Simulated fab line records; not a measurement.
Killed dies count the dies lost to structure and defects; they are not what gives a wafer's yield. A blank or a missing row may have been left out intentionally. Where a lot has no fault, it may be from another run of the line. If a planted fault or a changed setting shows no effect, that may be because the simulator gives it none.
The tool behind it: which one? :: flow nandHarc :: 13 lots with 39 wafers sampled at 5 steps, on a route of 1302 steps

WHAT EACH GAUGE READ, for each wafer
NHARC_A_M1_OVL_MEAS_10: pitch 240 nm.
lot: L539
measured: day 22 23:01
on: overlay-02
overlayXNm (nm): -1.3 -1.3 -1.6
overlayYNm (nm): -0.6 0.1 0.0

lot: L538
measured: day 23 00:07
on: overlay-02
overlayXNm (nm): -1.2 -0.9 -0.6
overlayYNm (nm): -0.8 -0.8 0.0

lot: L540
measured: day 24 05:38
on: overlay-01
overlayXNm (nm): 0.7 0.6 0.4
overlayYNm (nm): 2.1 2.1 1.7

lot: L542
measured: day 24 09:19
on: overlay-01
overlayXNm (nm): 0.2 0.6 0.2
overlayYNm (nm): -0.1 0.4 0.4

lot: L543
measured: day 25 01:32
on: overlay-01
overlayXNm (nm): -0.9 -0.4 -0.8
overlayYNm (nm): 0.5 1.3 0.8

lot: L544
measured: day 26 05:38
on: overlay-01
overlayXNm (nm): 1.1 0.7 0.9
overlayYNm (nm): -0.9 -0.5 -0.4

lot: L548
measured: day 28 16:14
on: overlay-02
overlayXNm (nm): -0.1 -0.8 -0.5
overlayYNm (nm): 0.1 -0.5 -0.8

lot: L551
measured: day 28 17:04
on: overlay-01
overlayXNm (nm): 0.1 0.1 0.2
overlayYNm (nm): 0.9 1.3 1.0

lot: L554
measured: day 29 14:30
on: overlay-01
overlayXNm (nm): 0.6 0.3 0.7
overlayYNm (nm): 1.0 1.0 0.5

lot: L556
measured: day 30 10:52
on: overlay-02
overlayXNm (nm): 0.9 0.6 1.0
overlayYNm (nm): -0.8 -0.5 -0.5

lot: L559
measured: day 31 18:38
on: overlay-01
overlayXNm (nm): -0.5 -0.2 -0.7
overlayYNm (nm): -0.9 -1.1 -1.1

lot: L560
measured: day 32 05:46
on: overlay-02
overlayXNm (nm): -0.4 0.1 -0.8
overlayYNm (nm): 1.1 1.5 1.0

lot: L561
measured: day 32 19:47
on: overlay-02
overlayXNm (nm): 1.0 0.8 1.3
overlayYNm (nm): 0.1 0.6 0.4

NHARC_A_M1_INSPECT_27.
lot: L539
measured: day 23 01:42
on: defectInspect-02
rawDefectCount: 648 705 661

lot: L538
measured: day 23 02:47
on: defectInspect-02
rawDefectCount: 649 519 696

lot: L540
measured: day 24 08:22
on: defectInspect-01
rawDefectCount: 751 755 1002

lot: L542
measured: day 24 12:07
on: defectInspect-02
rawDefectCount: 650 655 724

lot: L543
measured: day 25 04:20
on: defectInspect-01
rawDefectCount: 641 527 532

lot: L544
measured: day 26 08:26
on: defectInspect-02
rawDefectCount: 385 366 496

lot: L548
measured: day 28 18:53
on: defectInspect-01
rawDefectCount: 454 460 636

lot: L551
measured: day 28 20:07
on: defectInspect-02
rawDefectCount: 434 341 594

lot: L554
measured: day 29 17:13
on: defectInspect-01
rawDefectCount: 517 563 667

lot: L556
measured: day 30 13:36
on: defectInspect-02
rawDefectCount: 603 481 577

lot: L559
measured: day 31 21:19
on: defectInspect-02
rawDefectCount: 528 442 594

lot: L560
measured: day 32 08:26
on: defectInspect-01
rawDefectCount: 526 561 608

lot: L561
measured: day 32 22:28
on: defectInspect-01
rawDefectCount: 497 494 410

NHARC_END_SORT_01.
lot: L544
measured: day 27 23:30
on: prober-02
defectLimitedYield (%): 90.8
killedAtArray: 52
killedAtOther: 1
killedAtPeriphery: 9
killedDies: 62
killedOpen: 4
killedShort: 1

WHAT TOOL EACH LOT RAN ON (gives the tool, then ch and the chambers of the sampled wafers, and finally the start)
lot: L539
NHARC_A_M1_ANNEAL_31: rtpAnneal-01 ch 0, day 23 00:56
NHARC_A_BONDPAD_DEP_00: pecvd-04 ch 1,2, day 23 02:29

lot: L538
NHARC_A_M1_ANNEAL_31: rtpAnneal-02 ch 0, day 23 02:05
NHARC_A_BONDPAD_DEP_00: pecvd-04 ch 0,1,2, day 23 03:32

lot: L540
NHARC_A_M1_ANNEAL_31: rtpAnneal-01 ch 0, day 24 07:32
NHARC_A_BONDPAD_DEP_00: pecvd-02 ch 0,1, day 24 09:24

lot: L542
NHARC_A_M1_ANNEAL_31: rtpAnneal-01 ch 0, day 24 11:17
NHARC_A_BONDPAD_DEP_00: pecvd-02 ch 0,1, day 24 12:59

lot: L543
NHARC_A_M1_ANNEAL_31: rtpAnneal-01 ch 0, day 25 03:30
NHARC_A_BONDPAD_DEP_00: pecvd-04 ch 0,2, day 25 05:03

lot: L544
NHARC_A_M1_ANNEAL_31: rtpAnneal-02 ch 0, day 26 07:41
NHARC_A_BONDPAD_DEP_00: pecvd-03 ch 0,1, day 26 09:08

lot: L548
NHARC_A_M1_ANNEAL_31: rtpAnneal-01 ch 0, day 28 18:05
NHARC_A_BONDPAD_DEP_00: pecvd-04 ch 1,2, day 28 19:35

lot: L551
NHARC_A_M1_ANNEAL_31: rtpAnneal-02 ch 0, day 28 19:05
NHARC_A_BONDPAD_DEP_00: pecvd-04 ch 0,1,2, day 28 20:49

lot: L554
NHARC_A_M1_ANNEAL_31: rtpAnneal-02 ch 0, day 29 16:22
NHARC_A_BONDPAD_DEP_00: pecvd-02 ch 0,1,2, day 29 18:06

lot: L556
NHARC_A_M1_ANNEAL_31: rtpAnneal-02 ch 0, day 30 12:46
NHARC_A_BONDPAD_DEP_00: pecvd-03 ch 1,2, day 30 14:21

lot: L559
NHARC_A_M1_ANNEAL_31: rtpAnneal-02 ch 0, day 31 20:30
NHARC_A_BONDPAD_DEP_00: pecvd-03 ch 1,2, day 31 22:01

lot: L560
NHARC_A_M1_ANNEAL_31: rtpAnneal-01 ch 0, day 32 07:46
NHARC_A_BONDPAD_DEP_00: pecvd-02 ch 0,1,2, day 32 09:16

lot: L561
NHARC_A_M1_ANNEAL_31: rtpAnneal-02 ch 0, day 32 21:41
NHARC_A_BONDPAD_DEP_00: pecvd-04 ch 0,2, day 32 23:12
- NHARC_A_M1_ANNEAL_31: time 90 s.
- NHARC_A_BONDPAD_DEP_00: deposits SiCN, target thk 250 nm.

AS READ BY THE TOOLS THEMSELVES (means over the sampled wafers that have a number; for cases with no such wafer, the mark the record gives instead)
NHARC_A_M1_ANNEAL_31.
lot: L539
tool: rtpAnneal-01
annealTempCMax: 225.70
wafer_temp_C_max: 226.31

lot: L538
tool: rtpAnneal-02
annealTempCMax: 225.62
wafer_temp_C_max: 226.29

lot: L540
tool: rtpAnneal-01
annealTempCMax: 225.60
wafer_temp_C_max: 225.99

lot: L542
tool: rtpAnneal-01
annealTempCMax: 225.54
wafer_temp_C_max: 226.19

lot: L543
tool: rtpAnneal-01
annealTempCMax: 225.49
wafer_temp_C_max: 226.11

lot: L544
tool: rtpAnneal-02
annealTempCMax: 225.49
wafer_temp_C_max: 226.42

lot: L548
tool: rtpAnneal-01
annealTempCMax: 225.43
wafer_temp_C_max: 226.00

lot: L551
tool: rtpAnneal-02
annealTempCMax: 225.88
wafer_temp_C_max: 226.22

lot: L554
tool: rtpAnneal-02
annealTempCMax: 225.66
wafer_temp_C_max: 226.45

lot: L556
tool: rtpAnneal-02
annealTempCMax: 225.60
wafer_temp_C_max: 226.26

lot: L559
tool: rtpAnneal-02
annealTempCMax: 225.68
wafer_temp_C_max: 226.35

lot: L560
tool: rtpAnneal-01
annealTempCMax: 225.60
wafer_temp_C_max: 226.13

lot: L561
tool: rtpAnneal-02
annealTempCMax: 225.78
wafer_temp_C_max: 226.03

NHARC_A_BONDPAD_DEP_00.
lot: L539
tool: pecvd-04
heaterPowerW (W): 644
rfFwdPowerW (W): 448.6
showerheadVppV (V): 1389

lot: L538
tool: pecvd-04
heaterPowerW (W): 643
rfFwdPowerW (W): 447.2
showerheadVppV (V): 1352

lot: L540
tool: pecvd-02
heaterPowerW (W): 559
rfFwdPowerW (W): 449.1
showerheadVppV (V): 1320

lot: L542
tool: pecvd-02
heaterPowerW (W): 516
rfFwdPowerW (W): 448.4
showerheadVppV (V): 1332

lot: L543
tool: pecvd-04
heaterPowerW (W): 572
rfFwdPowerW (W): 448.4
showerheadVppV (V): 1370

lot: L544
tool: pecvd-03
heaterPowerW (W): 659
rfFwdPowerW (W): 448.4
showerheadVppV (V): 1300

lot: L548
tool: pecvd-04
heaterPowerW (W): 676
rfFwdPowerW (W): 328.1
showerheadVppV (V): 1138

lot: L551
tool: pecvd-04
heaterPowerW (W): 661
rfFwdPowerW (W): 389.2
showerheadVppV (V): 1260

lot: L554
tool: pecvd-02
heaterPowerW (W): 576
rfFwdPowerW (W): 448.9
showerheadVppV (V): 1270

lot: L556
tool: pecvd-03
heaterPowerW (W): 646
rfFwdPowerW (W): 449.7
showerheadVppV (V): 1324

lot: L559
tool: pecvd-03
heaterPowerW (W): 611
rfFwdPowerW (W): 447.7
showerheadVppV (V): 1342

lot: L560
tool: pecvd-02
heaterPowerW (W): 540
rfFwdPowerW (W): 448.2
showerheadVppV (V): 1260

lot: L561
tool: pecvd-04
heaterPowerW (W): 637
rfFwdPowerW (W): 449.7
showerheadVppV (V): 1396

THE ANSWER, worked out from the rows above alone
Rule: the usual values come from the lots themselves. The widest of any qualifying gaps counts: lots, ordered by their means at a reading, are off when they make up no more than a third of the lots, leave a main group of 4 or more, and stand apart from it by 3 or more times the standard deviation of that group's means. If all means in a main group match to the digits the tables above print for the reading, that group is not used. Also off: a lot with no number at a reading for which 4 or more lots have one. Where the step has rows for the other lots, those lots are counted as sound. The gauges are gone through in route order, then the tools' own readings, and for those a lot's mean is taken as printed above. At the first step where some lot is off, the reading lying furthest off is the one used; lots without a number count as furthest.
Off: L548, L551 (NHARC_A_BONDPAD_DEP_00, rfFwdPowerW). The main group: mean 448.6 W, standard deviation 0.73.
If a tool, at that step or one of the process steps before it, ran each lot that is off and ran no sound lot following the first of them, it fits. Of those tried, none fits.

WHAT THE SIMULATOR HAD PUT IN
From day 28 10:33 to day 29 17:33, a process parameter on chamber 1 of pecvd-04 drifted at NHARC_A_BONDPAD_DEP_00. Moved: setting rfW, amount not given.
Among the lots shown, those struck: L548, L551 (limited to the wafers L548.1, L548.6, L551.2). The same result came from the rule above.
